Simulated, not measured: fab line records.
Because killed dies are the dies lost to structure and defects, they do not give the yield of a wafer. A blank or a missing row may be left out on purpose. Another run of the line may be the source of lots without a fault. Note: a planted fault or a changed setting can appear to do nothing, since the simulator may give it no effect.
Chamber matching    flow n5Finfet    rieDiel-06 running N5_MOL_CONTACT_COAG_CONTACT_ETCH_14: 3 sister chambers
The step etches SiO2 in C4F6/O2, target depth 27.5 nm, overetch 8.5 nm, time 20 s. 6 wafers are shown with their chamber, then 7 later ones without.

EACH WAFER AND ITS CHAMBER
wafer   chamber  showerheadPlenumPTorr (Torr)  drypumpMotorCurrentA (A)
L079.5  2        2.78                          5.3
L083.4  2        2.78                          5.3
L085.2  3        2.86                          5.9
L085.6  0        2.94                          5.9
L088.1  3        2.85                          5.9
L088.2  0        2.93                          6.0

WAFERS WITHOUT THEIR CHAMBER
wafer   showerheadPlenumPTorr (Torr)  drypumpMotorCurrentA (A)
L088.4  2.85                          5.9
L089.1  2.77                          5.3
L089.4  2.93                          5.9
L089.6  2.77                          5.3
L092.2  2.77                          5.3
L092.4  2.77                          5.2
L092.6  2.77                          5.2

EACH ONE'S CHAMBER
wafer   from the rows above  in truth
L088.4  3                    3
L089.1  2                    2
L089.4  0                    0
L089.6  2                    2
L092.2  2                    2
L092.4  2                    2
L092.6  2                    2
Correctly placed: 7 of 7. Can't be placed from these rows: 0. 0 placed wrongly.
How it was worked out, from the rows above alone: a wafer's distance from a chamber is the root of the sum, over the readings, of the square of ((its reading less the chamber's mean) divided by the reading's scatter). If the next closest chamber is less than 2 further off than the closest, the wafer can't be placed; otherwise it belongs to the closest. The mean given for a chamber averages the wafers shown for that chamber. The scatter: the root of (the sum of the squares of (reading less its chamber's mean) over the shown wafers, divided by (wafers less chambers)).
